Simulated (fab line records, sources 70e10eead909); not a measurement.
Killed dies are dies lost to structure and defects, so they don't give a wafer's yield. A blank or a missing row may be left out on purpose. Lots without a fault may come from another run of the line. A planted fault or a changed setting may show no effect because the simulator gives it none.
fab line records | flow nand_harc
record lots=5 wafers=15 last_day=24
route steps=1159 shown P_CONTACT@246 P_M0@253
lots that met no fault: from a run of the same line without faults
start_h: hours from the record's first day to the start of the lot's first wafer shown | wait_h: hours since the lot's step before | " the same as in the row above | L1.1+2: a row that stands for several wafers | - no value, or no start given | * or withheld: withheld | < > ~ a bound
route shown NAME@n: a module of which the file shows steps, and the number in the route of the first | usual: mean/standard deviation of fault-free wafers | same: alike in all rows | chamber/n: place in a boat | sites: the reading at each site | _std_site: their standard deviation | _edge_site: outer sites' mean less inner sites' | radius_mm: how far each site lies from the wafer's centre | mask NAME#n: copy n | behind: the tool/chamber that last shaped the wafer | hold: why the lot was held/for how many hours/how that ended | device: the transistor (n, p or np) that didn't switch | end of line: the same wafers' tests at the end of the route | a step without rows: its recipe alone | killed: dies lost to structure and defects at the first sort, not the wafer's yield | map: a wafer's dies, x killed, . not, _ none there
set.NAME: the setting as run; set.NAME@STEP: as run at that earlier step | model.NAME: the simulator's own value behind a step, which no gauge read
lots at some steps of the route; a table a step, a row a wafer
services: from which hour (start_h, from the record's first day; less than 0 if before it) a tool's chamber was out of use, for how many hours, and why
## steps
# step NHARC_P_CONTACT_PVD_32
# recipe target_thk_a=50 chamber_pressure_pa=5 power_w=5000 substrate_temp_c=200 time_s=17.7 material=Ti
# usual throttle_valve_pct=30.3/1.3
# same time_s=17.7
# columns lot.wafer tool chamber start_h wait_h throttle_valve_pct
L081.3 pvd_sputter-01 - - - 30.7
L081.6 " - " " 29.4
L081.5 " - " " 31.0
L085.3 pvd_sputter-02 - - - 29.5
L085.2 " - " " 31.3
L085.6 " - " " 29.1
L088.1 pvd_sputter-01 - - - 30.8
L088.4 " - " " 28.7
L088.5 " - " " 30.6
L090.4 pvd_sputter-03 - - - 30.5
L090.2 " - " " 30.1
L090.5 " - " " 28.3
L095.2 pvd_sputter-02 - - - 30.2
L095.4 " - " " 31.6
L095.5 " - " " 31.6
# step NHARC_P_CONTACT_ALD_22
# recipe target_thk_a=30 pulse_time_s=1 ald_cycles=150 temp_c=450 material=TiN
# usual heater_power_w=1077/120 precursor_pulse_height_rel=1.001/0.021 susceptor_temp_C=450.01/0.23
# columns lot.wafer tool chamber start_h wait_h heater_power_w precursor_pulse_height_rel susceptor_temp_C
L081.3 ald_metal-01 1 146.38 - 1303 1.018 450.15
L081.5 " 0 " " 1063 0.988 449.90
L081.6 " 1 " " 1270 0.995 449.84
L085.2 ald_metal-01 0 179.19 - 1043 1.017 450.12
L085.3 " 1 " " 1302 1.008 450.24
L085.6 " 1 " " 1281 0.995 449.98
L088.4 ald_metal-03 2 198.30 - 912 1.007 449.96
L088.1 " 3 " " 1141 0.988 450.22
L088.5 " 1 " " 1101 1.012 449.97
L090.2 ald_metal-02 2 205.04 - 1002 1.051 450.03
L090.4 " 3 " " 1062 1.039 450.03
L090.5 " 1 " " 1135 1.037 450.12
L095.2 ald_metal-02 1 234.20 - 1108 0.980 -
L095.4 " 2 " " 1046 1.021 -
L095.5 " 1 " " 1142 1.008 -
# step NHARC_P_CONTACT_CVD_23
# recipe target_thk_a=2000 temp_c=300 pressure_torr=40 wf6_flow_sccm=40 h2_flow_sccm=1600 ar_flow_sccm=1560 time_s=557 material=W
# usual heater_power_w=519/55 mfc_h2_sccm=1599/4.8 susceptor_temp_C=300.00/0.18 throttle_valve_pct=7.91/0.28
# same time_s=557
# columns lot.wafer tool chamber start_h wait_h heater_power_w mfc_h2_sccm susceptor_temp_C throttle_valve_pct
L081.3 cvd_w-02 0 - - 626 1604 299.94 8.35
L081.6 " 0 " " 618 1600 300.12 8.27
L081.5 " 1 " " 521 1603 299.95 7.61
L085.2 cvd_w-02 1 - - 521 1603 299.84 7.46
L085.3 " 1 " " 527 1600 300.03 7.74
L085.6 " 0 " " 631 1594 300.20 8.19
L088.1 cvd_w-02 0 - - 556 1603 299.91 8.02
L088.4 " 1 " " 532 1608 299.96 7.50
L088.5 " 0 " " 559 1602 299.71 8.04
L090.2 cvd_w-02 1 - - 539 1596 300.12 7.62
L090.4 " 1 " " 548 1600 300.06 7.43
L090.5 " 0 " " 553 1607 299.66 8.31
L095.2 cvd_w-01 1 - - 443 1600 299.87 7.87
L095.4 " 1 " " 436 1595 300.04 7.75
L095.5 " 0 " " 517 1600 300.09 8.40
# step NHARC_P_CONTACT_CMP_24
# recipe t_overpolish_s=30 target_thk_nm=200
# usual motor_current_A=11.3/0.87 overpolish_run_s=30.001/0.0096 slurry_filter_dp_kPa=13.49/0.13 time_to_endpoint_s=39.5/2.8
# columns lot.wafer tool chamber start_h wait_h motor_current_A overpolish_run_s slurry_filter_dp_kPa time_to_endpoint_s
L081.3 cmp-04 1 150.41 0.5 12.0 29.993 13.41 41.6
L081.6 " 0 " " 10.7 30.010 13.21 41.0
L081.5 " 1 " " 11.3 29.984 13.59 37.5
L085.2 cmp-04 2 182.70 0.5 11.2 29.997 13.47 37.3
L085.3 " 0 " " 10.1 30.004 13.43 34.3
L085.6 " 2 " " 11.5 30.005 13.68 39.7
L088.1 cmp-02 0 211.02 0.5 10.8 30.005 13.20 39.3
L088.4 " 2 " " 12.3 30.007 13.80 41.4
L088.5 " 1 " " 11.0 29.994 13.20 46.5
L090.4 cmp-04 2 214.83 0.3 11.6 30.001 13.54 44.1
L090.2 " 3 " " 11.3 30.006 13.50 35.0
L090.5 " 2 " " 11.4 29.994 13.49 44.3
L095.4 cmp-02 3 242.26 0.5 13.8 30.004 13.26 39.3
L095.2 " 0 " " 10.6 29.994 13.53 37.2
L095.5 " 1 " " 11.7 29.996 13.70 40.2
# step NHARC_P_CONTACT_SRD_26
# columns lot.wafer tool chamber start_h wait_h
L081.3+5+6 wet_bench-05 7,0,1 150.71 0.0
L085.2+3+6 wet_bench-03 3,4,5 183.03 0.0
L088.4+5+1 wet_bench-04 1,4,5 211.35 0.0
L090.5+4+2 wet_bench-03 2,4,7 215.12 0.0
L095.2+5+4 wet_bench-03 4,6,0 242.53 0.0
# step NHARC_P_CONTACT_INSPECT_27
# usual raw_defect_count=286/110
# columns lot.wafer tool chamber start_h wait_h raw_defect_count
L081.3 defect_inspect-02 - 150.79 0.1 155
L081.5 " - " " 234
L081.6 " - " " 399
L085.2 defect_inspect-02 - 183.11 0.1 156
L085.3 " - " " 121
L085.6 " - " " 226
L088.1 defect_inspect-01 - 211.42 0.1 127
L088.4 " - " " 352
L088.5 " - " " 203
L090.2 defect_inspect-02 - 215.20 0.1 253
L090.4 " - " " 211
L090.5 " - " " 395
L095.2 defect_inspect-02 - 242.61 0.1 568
L095.4 " - " " 510
L095.5 " - " " 278
# step NHARC_P_M0_DEP_00
# recipe target_thk_a=1500 target_thk_nm=150 temp_c=withheld pressure_torr=5 flow_sccm=200 rf_w=600 material=SiOC
# usual rf_fwd_power_W=598.7/1.7
# columns lot.wafer tool chamber start_h wait_h rf_fwd_power_W
L081.3 pecvd-03 1 150.91 0.1 600.3
L081.5 " 0 " " 599.7
L081.6 " 1 " " 597.4
L085.3 pecvd-04 2 183.34 0.2 598.8
L085.2 " 1 " " 600.2
L085.6 " 1 " " 602.0
L088.1 pecvd-02 0 211.49 0.1 598.6
L088.5 " 0 " " 598.2
L088.4 " 1 " " 597.9
L090.2 pecvd-04 2 215.27 0.1 599.8
L090.5 " 0 " " 601.6
L090.4 " 1 " " 599.4
L095.2 pecvd-04 1 242.73 0.1 596.4
L095.5 " 0 " " 600.1
L095.4 " 1 " " 594.9
# step NHARC_P_M0_DEHYDRATE_01
# recipe temp_c=150 time_s=120
# same time_s=120
# columns lot.wafer tool chamber start_h wait_h
L081.3+5+6 litho_track-06 0 151.27 -
L085.2+3+6 litho_track-04 0 183.75 -
L088.1+4+5 litho_track-04 0 211.90 -
L090.2+4+5 litho_track-04 0 215.68 -
L095.2+4+5 litho_track-04 0 243.09 -
# step NHARC_P_M0_HMDS_02
# recipe time_s=30
# same time_s=30
# columns lot.wafer tool chamber start_h wait_h
L081.3+5+6 litho_track-06 0 - -
L085.2+3+6 litho_track-04 0 - -
L088.1+4+5 litho_track-04 0 - -
L090.2+4+5 litho_track-04 0 - -
L095.2+4+5 litho_track-04 0 - -
# step NHARC_P_M0_COAT_33
# recipe temp_c=200 time_s=65
# same time_s=65
# columns lot.wafer tool chamber start_h wait_h
L081.3+5+6 litho_track-06 0 - -
L085.2+3+6 litho_track-04 0 - -
L088.1+4+5 litho_track-04 0 - -
L090.2+4+5 litho_track-04 0 - -
L095.2+4+5 litho_track-04 0 - -
# step NHARC_P_M0_COAT_03
# recipe spin_rpm=1500 resist_thk_nm=90
# columns lot.wafer tool chamber start_h wait_h
L081.3+5+6 litho_track-06 0 - -
L085.2+3+6 litho_track-04 0 - -
L088.1+4+5 litho_track-04 0 - -
L090.2+4+5 litho_track-04 0 - -
L095.2+4+5 litho_track-04 0 - -
# step NHARC_P_M0_SOFTBAKE_04
# recipe temp_c=105 time_s=55
# same time_s=55
# columns lot.wafer tool chamber start_h wait_h
L081.3+5+6 litho_track-06 0 - -
L085.2+3+6 litho_track-04 0 - -
L088.1+4+5 litho_track-04 0 - -
L090.2+4+5 litho_track-04 0 - -
L095.2+4+5 litho_track-04 0 - -
# step NHARC_P_M0_EBR_05
# columns lot.wafer tool chamber start_h wait_h
L081.3+5+6 litho_track-06 0 - -
L085.2+3+6 litho_track-04 0 - -
L088.1+4+5 litho_track-04 0 - -
L090.2+4+5 litho_track-04 0 - -
L095.2+4+5 litho_track-04 0 - -
# step NHARC_P_M0_EXPOSE_06
# recipe na=1.35 target_cd_nm=90 dose_mj=81.28 mask_id=P_M0
# usual exposure_dose_mJ_cm2=81.29/0.079 reticle_temp_C=23.01/0.12
# columns lot.wafer tool chamber start_h wait_h mask exposure_dose_mJ_cm2 reticle_temp_C
L081.3 arfi_scanner-02 0 151.67 - P_M0#0 81.27 23.10
L081.5 " 0 " " P_M0#0 81.34 23.24
L081.6 " 0 " " P_M0#0 81.39 23.05
L085.2 arfi_scanner-02 0 184.05 - P_M0#0 81.31 22.90
L085.3 " 0 " " P_M0#0 81.22 23.09
L085.6 " 0 " " P_M0#0 81.31 23.07
L088.1 arfi_scanner-02 0 212.19 - P_M0#0 81.33 23.10
L088.4 " 0 " " P_M0#0 81.27 23.09
L088.5 " 0 " " P_M0#0 81.28 23.00
L090.2 arfi_scanner-03 0 215.97 - P_M0#0 81.20 23.21
L090.4 " 0 " " P_M0#0 81.41 23.32
L090.5 " 0 " " P_M0#0 81.32 23.27
L095.2 arfi_scanner-03 0 243.38 - P_M0#0 81.22 22.87
L095.4 " 0 " " P_M0#0 81.25 23.08
L095.5 " 0 " " P_M0#0 81.25 22.87
# step NHARC_P_M0_PEB_07
# recipe peb_temp_c=100 peb_time_s=65
# columns lot.wafer tool chamber start_h wait_h
L081.3+5+6 litho_track-01 0 151.73 0.1
L085.2+3+6 litho_track-06 0 184.11 0.1
L088.1+4+5 litho_track-01 0 212.25 0.1
L090.2+4+5 litho_track-06 0 216.03 0.1
L095.2+4+5 litho_track-01 0 243.44 0.1
# step NHARC_P_M0_DEVELOP_08
# recipe develop_time_s=35 dev_temp_c=23
# columns lot.wafer tool chamber start_h wait_h
L081.3+5+6 litho_track-01 0 - -
L085.2+3+6 litho_track-06 0 - -
L088.1+4+5 litho_track-01 0 - -
L090.2+4+5 litho_track-06 0 - -
L095.2+4+5 litho_track-01 0 - -
# step NHARC_P_M0_CD_MEAS_09
# recipe target_cd_nm=90 landing_energy_ev=500
# usual cd_nm=89.5/0.8
# columns lot.wafer tool chamber start_h wait_h cd_nm
L081.3 cd_sem-02 0 151.81 - 89.0
L081.5 " 0 " " 90.2
L081.6 " 0 " " 90.2
L085.2 cd_sem-02 0 184.19 - 88.3
L085.3 " 0 " " 89.5
L085.6 " 0 " " 89.3
L088.1 cd_sem-02 0 212.33 - 90.2
L088.4 " 0 " " 90.2
L088.5 " 0 " " 89.4
L090.2 cd_sem-02 0 216.12 - 88.4
L090.4 " 0 " " 89.9
L090.5 " 0 " " 89.3
L095.2 cd_sem-01 0 243.52 - 89.4
L095.4 " 0 " " 90.2
L095.5 " 0 " " 91.0
# step NHARC_P_M0_OVL_MEAS_10
# recipe pitch_nm=180
# usual overlay_x_nm=-0.3/0.79 overlay_y_nm=0.0/1.1
# columns lot.wafer tool chamber start_h wait_h overlay_x_nm overlay_y_nm
L081.3 overlay-01 - 151.89 - -1.1 0.9
L081.5 " - " " -0.7 0.9
L081.6 " - " " -1.1 1.3
L085.2 overlay-01 - 184.27 - -1.3 0.3
L085.3 " - " " -0.8 0.4
L085.6 " - " " -0.2 0.3
L088.1 overlay-02 - 212.42 - -0.4 0.7
L088.4 " - " " -0.5 1.4
L088.5 " - " " -0.6 1.1
L090.2 overlay-02 - 216.20 - 0.0 2.0
L090.4 " - " " 0.5 1.9
L090.5 " - " " 0.3 2.3
L095.2 overlay-01 - 243.60 - -0.6 0.3
L095.4 " - " " -0.6 0.3
L095.5 " - " " -0.7 -0.1
# step NHARC_P_M0_INSPECT_11
# usual raw_defect_count=4/3.1
# columns lot.wafer tool chamber start_h wait_h raw_defect_count
L081.3 defect_inspect-01 - 151.93 0.0 3
L081.5 " - " " 7
L081.6 " - " " 4
L085.2 defect_inspect-02 - 184.31 0.0 1
L085.3 " - " " 3
L085.6 " - " " 3
L088.1 defect_inspect-01 - 212.45 0.0 4
L088.4 " - " " 4
L088.5 " - " " 3
L090.2 defect_inspect-01 - 216.24 0.0 19
L090.4 " - " " 13
L090.5 " - " " 10
L095.2 defect_inspect-02 - 243.64 0.0 9
L095.4 " - " " 5
L095.5 " - " " 8
# step NHARC_P_M0_DESCUM_14
# recipe time_s=3 o2_flow_sccm=200 ar_flow_sccm=0 bias_power_w=0 chemistry=O2
# usual drypump_motor_current_A=5.9/0.48 oes_product_au=1.001/0.016 rf_vpp_V=57.8/0.94 showerhead_plenum_p_Torr=1.93/0.077 throttle_valve_pct=11.312/0.0099
# same time_s=3
# columns lot.wafer tool chamber start_h wait_h drypump_motor_current_A oes_product_au rf_hours_counter_h rf_vpp_V showerhead_plenum_p_Torr throttle_valve_pct
L081.3 rie_diel-13 0 152.01 0.1 5.4 0.980 3 59.3 1.96 11.309
L081.5 " 1 " " 6.3 0.997 - 60.1 2.05 11.323
L081.6 " 2 " " 5.4 0.970 - 57.8 2.05 11.301
L085.2 rie_diel-06 1 184.38 0.1 5.3 1.005 7 59.8 1.95 11.311
L085.3 " 2 " " 5.3 1.019 8 59.8 1.97 11.309
L085.6 " 2 " " 5.3 1.018 - 59.4 1.97 11.310
L088.1 rie_diel-13 3 212.52 0.1 6.1 0.992 8 57.1 1.81 11.309
L088.4 " 1 " " 6.3 1.003 8 57.9 2.05 11.307
L088.5 " 2 " " 5.4 1.003 - 59.2 2.05 11.319
L090.2 rie_diel-06 3 216.30 0.1 5.8 0.997 10 57.9 1.95 11.315
L090.4 " 1 " " 5.3 1.011 - 57.8 1.95 11.301
L090.5 " 2 " " 5.3 1.038 - 57.1 1.97 11.313
L095.4 rie_diel-07 2 243.72 0.1 5.3 1.033 1 57.0 1.97 11.325
L095.2 " 3 " " 6.1 0.983 1 56.1 1.92 11.303
L095.5 " 1 " " 6.7 1.003 - 57.3 1.90 11.314
# step NHARC_P_M0_ETCH_34
# recipe target_depth_a=400 overetch_a=120 time_s=43.94 ion_energy_ev=200 n2_flow_sccm=150 h2_flow_sccm=150 ar_flow_sccm=0 rf_w=400 bias_w=150 chemistry=N2/H2
# usual drypump_motor_current_A=5.8/0.47 n2_flow_sccm=149.9/0.45 oes_product_au=1.002/0.016 rf_fwd_power_W=395.8/1.7 rf_vpp_V=431.1/2.3 showerhead_plenum_p_Torr=2.06/0.079 throttle_valve_pct=14.171/0.0093
# same time_s=43.94
# columns lot.wafer tool chamber start_h wait_h drypump_motor_current_A n2_flow_sccm oes_product_au rf_fwd_power_W rf_hours_counter_h rf_vpp_V showerhead_plenum_p_Torr throttle_valve_pct
L081.3 rie_diel-13 0 152.07 0.1 5.4 150.4 0.985 393.4 3 432.5 2.09 14.179
L081.6 " 0 " " 5.4 150.1 0.974 395.1 - 431.6 2.09 14.166
L081.5 " 1 " " 6.3 149.8 1.003 396.1 - 433.3 2.19 14.153
L085.2 rie_diel-06 1 184.47 0.1 5.3 149.4 0.995 395.3 7 432.4 2.08 14.177
L085.3 " 3 " " 5.9 150.6 0.976 395.2 8 431.3 2.08 14.153
L085.6 " 2 " " 5.3 149.6 1.014 395.0 - 432.1 2.10 14.168
L088.4 rie_diel-13 0 212.60 0.1 5.4 151.1 0.998 393.3 7 432.3 2.09 14.165
L088.1 " 1 " " 6.3 150.3 1.012 394.9 8 434.0 2.19 14.163
L088.5 " 0 " " 5.4 150.3 0.995 392.2 - 432.1 2.09 14.180
L090.2 rie_diel-06 1 216.40 0.1 5.3 149.2 1.007 396.8 10 432.3 2.08 14.176
L090.4 " 1 " " 5.3 150.0 1.012 393.6 - 433.1 2.08 14.183
L090.5 " 3 " " 5.9 149.4 0.995 396.4 - 432.9 2.08 14.169
L095.4 rie_diel-07 3 243.79 0.1 6.2 149.6 0.979 392.6 1 430.3 2.05 14.169
L095.2 " 0 " " 6.2 149.7 1.014 392.5 1 425.7 1.91 14.169
L095.5 " 3 " " 6.2 149.6 0.977 395.1 - 430.0 2.05 14.176
# step NHARC_P_M0_ETCH_15
# recipe target_depth_a=1500 overetch_a=150 time_s=82.5 c4f8_flow_sccm=withheld ar_flow_sccm=400 rf_w=600 bias_w=300 chemistry=C4F8/Ar
# usual oes_product_au=0.965/0.022 rf_fwd_power_W=596.2/2.1 rf_vpp_V=441.0/2.4
# same time_s=82.5
# columns lot.wafer tool chamber start_h wait_h oes_product_au rf_fwd_power_W rf_hours_counter_h rf_vpp_V
L081.3 rie_diel-13 3 - - 0.973 597.5 3 437.5
L081.6 " 3 " " 0.965 600.0 - 435.6
L081.5 " 0 " " 0.963 594.5 - 442.2
L085.2 rie_diel-06 2 - - 0.984 597.6 8 442.4
L085.3 " 3 " " 0.950 599.4 8 441.4
L085.6 " 3 " " 0.951 598.0 - 441.4
L088.4 rie_diel-13 2 - - 0.954 599.8 9 443.7
L088.1 " 3 " " 0.963 593.9 8 439.3
L088.5 " 2 " " 0.961 598.0 - 445.0
L090.2 rie_diel-06 3 - - 0.947 600.0 10 442.2
L090.5 " 1 " " 0.960 594.4 - 442.7
L090.4 " 2 " " 0.977 600.4 - 443.7
L095.2 rie_diel-07 3 - - 0.958 594.5 1 440.8
L095.4 " 1 " " 0.972 596.8 1 440.6
L095.5 " 2 " " 1.016 599.2 - 441.2
# step NHARC_P_M0_CD_MEAS_16
# usual cd_nm=89.4/1
# columns lot.wafer tool chamber start_h wait_h cd_nm
L081.3 cd_sem-03 - 152.29 - 88.1
L081.5 " - " " 89.5
L081.6 " - " " 90.0
L085.2 cd_sem-02 - 184.71 - 87.7
L085.3 " - " " 89.0
L085.6 " - " " 90.0
L088.1 cd_sem-01 - 212.81 - 89.1
L088.4 " - " " 89.3
L088.5 " - " " 88.4
L090.2 cd_sem-03 - 216.65 - 87.8
L090.4 " - " " 89.7
L090.5 " - " " 89.4
L095.2 cd_sem-02 - 244.00 - 88.7
L095.4 " - " " 89.3
L095.5 " - " " 91.2
# step NHARC_P_M0_STRIP_18
# recipe power_w=1000 n2_flow_sccm=150 h2_flow_sccm=150 ar_flow_sccm=0 bias_w=0 chemistry=N2/H2
# usual drypump_motor_current_A=5.9/0.47 n2_flow_sccm=150.0/0.49 oes_product_au=0.998/0.013 rf_fwd_power_W=998/3.4 rf_vpp_V=90.8/1 showerhead_plenum_p_Torr=2.07/0.096 throttle_valve_pct=14.172/0.0096
# columns lot.wafer tool chamber start_h wait_h drypump_motor_current_A n2_flow_sccm oes_product_au rf_fwd_power_W rf_hours_counter_h rf_vpp_V showerhead_plenum_p_Torr throttle_valve_pct
L081.3 rie_diel-13 1 152.36 0.1 6.3 149.9 1.004 995 3 91.1 2.19 14.176
L081.5 " 1 " " 6.3 150.1 1.004 997 - 90.5 2.19 14.154
L081.6 " 2 " " 5.5 149.7 0.979 999 - 92.7 2.19 14.187
L085.2 rie_diel-06 3 184.79 0.1 5.9 150.2 0.988 1004 8 89.0 2.08 14.161
L085.3 " 2 " " 5.3 151.2 1.021 999 8 91.7 2.10 14.170
L085.6 " 1 " " 5.3 150.9 1.006 995 - 90.3 2.08 14.176
L088.4 rie_diel-07 0 212.89 0.1 6.2 149.7 1.007 995 9 89.2 1.91 14.153
L088.1 " 3 " " 6.2 150.8 0.976 994 11 90.3 2.05 14.154
L088.5 " 1 " " 6.7 150.3 0.985 1000 - 89.0 2.03 14.171
L090.2 rie_diel-07 2 216.75 0.1 5.3 149.7 1.011 997 11 91.3 2.11 14.170
L090.4 " 0 " " 6.2 149.8 1.000 996 10 87.6 1.91 14.174
L090.5 " 2 " " 5.3 149.6 1.012 1001 - 90.8 2.11 14.176
L095.2 rie_diel-13 2 244.07 0.1 5.5 149.4 0.996 997 11 90.1 2.19 14.182
L095.4 " 0 " " 5.4 149.2 0.997 992 9 90.9 2.09 14.176
L095.5 " 3 " " 6.1 149.8 1.005 1007 - 90.9 1.92 14.180
# step NHARC_P_M0_STRIP_19
# recipe time_s=600 temp_c=30 chemistry=post_etch_residue_remover
# same time_s=600
# columns lot.wafer tool chamber start_h wait_h
L081.3+5+6 wet_bench-06 6,7,0 152.66 -
L085.6+2+3 wet_bench-09 3,4,7 185.11 -
L088.5+1+4 wet_bench-06 5,7,0 213.17 -
L090.2+4+5 wet_bench-09 0,4,5 217.00 -
L095.2+4+5 wet_bench-09 1,2,3 244.36 -
# step NHARC_P_M0_DEGAS_28
# recipe temp_c=250 time_s=60
# usual heater_power_w=337/37 susceptor_temp_C=249.98/0.18
# same time_s=60
# columns lot.wafer tool chamber start_h wait_h heater_power_w susceptor_temp_C
L081.3 pvd_sputter-02 - 152.93 - 290 250.04
L081.5 " - " " 358 249.96
L081.6 " - " " 363 249.72
L085.3 pvd_sputter-01 - 185.39 - 277 249.94
L085.2 " - " " 357 250.01
L085.6 " - " " 340 249.64
L088.1 pvd_sputter-02 - 213.43 - 292 250.03
L088.4 " - " " 365 249.75
L088.5 " - " " 287 250.01
L090.2 pvd_sputter-01 - 217.26 - 414 250.01
L090.4 " - " " 284 250.09
L090.5 " - " " 414 249.81
L095.2 pvd_sputter-01 - 244.62 - 278 249.93
L095.4 " - " " 365 249.92
L095.5 " - " " 352 250.09
# step NHARC_P_M0_PRE_CLEAN_29
# recipe time_s=30 temp_c=280 gas=H2/He
# usual heater_power_w=413/44 susceptor_temp_C=279.99/0.19
# same time_s=30
# columns lot.wafer tool chamber start_h wait_h heater_power_w susceptor_temp_C
L081.3 pvd_sputter-02 - - - 444 279.78
L081.6 " - " " 352 279.84
L081.5 " - " " 453 279.88
L085.3 pvd_sputter-01 - - - 430 -
L085.2 " - " " 414 -
L085.6 " - " " 435 -
L088.1 pvd_sputter-02 - - - 451 -
L088.4 " - " " 444 -
L088.5 " - " " 451 -
L090.4 pvd_sputter-01 - - - 495 279.94
L090.2 " - " " 409 279.49
L090.5 " - " " 440 280.39
L095.2 pvd_sputter-01 - - - 404 280.48
L095.4 " - " " 343 279.83
L095.5 " - " " 335 280.08
# step NHARC_P_M0_PVD_20
# recipe target_thk_a=50 bias_v=168.6 power_w=15000 chamber_pressure_pa=0.12 time_s=8.06 substrate_temp_c=50 material=TaN
# usual throttle_valve_pct=30.2/1.2
# same time_s=8.06
# columns lot.wafer tool chamber start_h wait_h throttle_valve_pct
L081.3 pvd_sputter-02 - - - 32.4
L081.6 " - " " 28.9
L081.5 " - " " 29.8
L085.2 pvd_sputter-01 - - - 30.6
L085.3 " - " " 30.7
L085.6 " - " " 30.7
L088.4 pvd_sputter-02 - - - 28.9
L088.1 " - " " 32.6
L088.5 " - " " 28.9
L090.4 pvd_sputter-01 - - - 30.4
L090.2 " - " " 30.3
L090.5 " - " " 30.6
L095.2 pvd_sputter-01 - - - 30.5
L095.4 " - " " 30.8
L095.5 " - " " 30.3
# step NHARC_P_M0_PVD_21
# recipe target_thk_a=300 chamber_pressure_pa=5 power_w=5000 substrate_temp_c=30 time_s=20.49 material=Cu
# usual throttle_valve_pct=30.2/1.2
# same time_s=20.49
# columns lot.wafer tool chamber start_h wait_h throttle_valve_pct
L081.3 pvd_sputter-02 - - - 31.2
L081.6 " - " " 29.5
L081.5 " - " " 32.6
L085.3 pvd_sputter-01 - - - 29.0
L085.2 " - " " 30.6
L085.6 " - " " 30.4
L088.1 pvd_sputter-02 - - - 32.5
L088.4 " - " " 28.9
L088.5 " - " " 32.5
L090.2 pvd_sputter-01 - - - 30.4
L090.4 " - " " 29.0
L090.5 " - " " 30.8
L095.2 pvd_sputter-01 - - - 28.9
L095.4 " - " " 30.4
L095.5 " - " " 30.8
# step NHARC_P_M0_ECD_22
# recipe target_thk_a=4000 bath_temp_c=25 material=Cu
# columns lot.wafer tool chamber start_h wait_h
L081.3+6+5 ecd_cu-01 0,1,0 153.41 -
L085.2+3+6 ecd_cu-01 1,0,1 185.74 -
L088.1+4+5 ecd_cu-01 0 213.84 -
L090.2+4+5 ecd_cu-01 0,1,1 217.63 -
L095.2+4+5 ecd_cu-02 0 245.03 -
# step NHARC_P_M0_ANNEAL_30
# recipe temp_c=225 time_s=90
# usual wafer_temp_C_max=226.00/0.29
# same time_s=90
# columns lot.wafer tool chamber start_h wait_h wafer_temp_C_max
L081.3 rtp_anneal-01 0 153.74 0.3 226.39
L081.5 " 0 " " 226.48
L081.6 " 0 " " 226.11
L085.2 rtp_anneal-02 0 186.17 - 225.91
L085.3 " 0 " " 225.99
L085.6 " 0 " " 225.73
L088.1 rtp_anneal-02 0 214.16 - 225.86
L088.4 " 0 " " 225.75
L088.5 " 0 " " 225.69
L090.2 rtp_anneal-02 0 218.05 - 225.66
L090.4 " 0 " " 225.90
L090.5 " 0 " " 225.78
L095.2 rtp_anneal-02 0 245.41 - 225.52
L095.4 " 0 " " 226.02
L095.5 " 0 " " 225.71
# step NHARC_P_M0_CMP_23
# recipe t_overpolish_s=20 target_thk_nm=117.53
# usual motor_current_A=11.4/1.1 slurry_filter_dp_kPa=13.51/0.13 time_to_endpoint_s=28.4/2.7
# columns lot.wafer tool chamber start_h wait_h motor_current_A slurry_filter_dp_kPa time_to_endpoint_s
L081.3 cmp-01 1 154.07 - 11.0 13.38 31.3
L081.5 " 2 " " 12.3 13.43 27.8
L081.6 " 3 " " 11.3 13.41 32.0
L085.3 cmp-01 0 186.47 - 13.9 13.44 31.6
L085.2 " 2 " " 12.4 13.41 31.1
L085.6 " 1 " " 10.4 13.57 28.7
L088.4 cmp-04 2 214.53 - 11.5 13.64 30.1
L088.1 " 0 " " 10.4 13.70 28.5
L088.5 " 1 " " 11.6 13.31 27.6
L090.2 cmp-01 3 218.35 - 11.4 13.41 29.2
L090.4 " 0 " " 13.6 13.50 32.3
L090.5 " 0 " " 14.3 13.24 33.8
L095.4 cmp-04 2 245.73 - 11.4 13.56 31.3
L095.2 " 3 " " 11.0 13.51 26.0
L095.5 " 1 " " 11.3 13.70 29.6
# step NHARC_P_M0_THK_MEAS_24
# recipe thk_meas_gauge=xrf
# usual thk_nm=117.5/1.4
# columns lot.wafer tool chamber start_h wait_h thk_nm
L081.3 film_metro-02 - 154.30 - 116.2
L081.5 " - " " 118.4
L081.6 " - " " 117.1
L085.2 film_metro-01 - 186.78 - 118.1
L085.3 " - " " 117.9
L085.6 " - " " 119.0
L088.1 film_metro-02 - 214.82 - 119.0
L088.4 " - " " 116.8
L088.5 " - " " 118.7
L090.2 film_metro-02 - 218.67 - 119.3
L090.4 " - " " 117.7
L090.5 " - " " 117.7
L095.2 film_metro-01 - 246.03 - 115.4
L095.4 " - " " 119.2
L095.5 " - " " 118.2
# step NHARC_P_M0_SRD_25
# columns lot.wafer tool chamber start_h wait_h
L081.5+6+3 wet_bench-08 5,6,2 154.34 0.0
L085.3+6+2 wet_bench-08 5,6,1 186.82 0.0
L088.1+5+4 wet_bench-10 3,5,6 214.87 0.0
L090.2+5+4 wet_bench-10 5,0,2 218.71 0.0
L095.4+5+2 wet_bench-10 7,2,3 246.07 0.0
# step NHARC_P_M0_INSPECT_27
# usual raw_defect_count=285/110
# columns lot.wafer tool chamber start_h wait_h raw_defect_count
L081.3 defect_inspect-01 - 154.46 0.0 231
L081.5 " - " " 192
L081.6 " - " " 338
L085.2 defect_inspect-02 - 186.93 0.0 264
L085.3 " - " " 110
L085.6 " - " " 273
L088.1 defect_inspect-02 - 214.98 0.0 322
L088.4 " - " " 264
L088.5 " - " " 253
L090.2 defect_inspect-02 - 218.83 0.0 178
L090.4 " - " " 184
L090.5 " - " " 264
L095.2 defect_inspect-01 - 246.18 0.0 305
L095.4 " - " " 642
L095.5 " - " " 194
## services
# columns tool chamber start_h hours kind
cmp-01 - 135.46 0.5 repair
litho_track-04 - 141.00 7.0 pm
rie_diel-07 0 141.76 7.9 repair
pvd_sputter-02 - 143.62 3.0 repair
wet_bench-03 - 146.40 8.0 pm
pvd_sputter-01 - 158.02 10.0 pm
rie_diel-13 - 158.91 3.6 repair
rie_diel-07 3 166.19 1.4 repair
ecd_cu-01 - 177.60 1.3 repair
cmp-01 - 179.50 4.0 pm
rie_diel-06 0 181.77 7.6 repair
cvd_w-02 - 189.37 2.4 repair
pecvd-04 - 195.00 13.0 pm
cvd_w-02 - 197.37 13.0 pm
cmp-04 - 203.00 4.0 pm
rie_diel-06 0 203.89 15.4 repair
rie_diel-06 - 204.17 0.2 repair
rie_diel-07 0 205.01 4.2 repair
pvd_sputter-02 - 214.00 10.0 pm
cvd_w-02 1 226.45 14.9 repair
rie_diel-07 - 228.20 9.0 pm
rie_diel-13 1 234.71 1.2 repair
cmp-04 - 239.94 0.4 repair
rie_diel-06 - 241.20 9.0 pm
## key
fault none
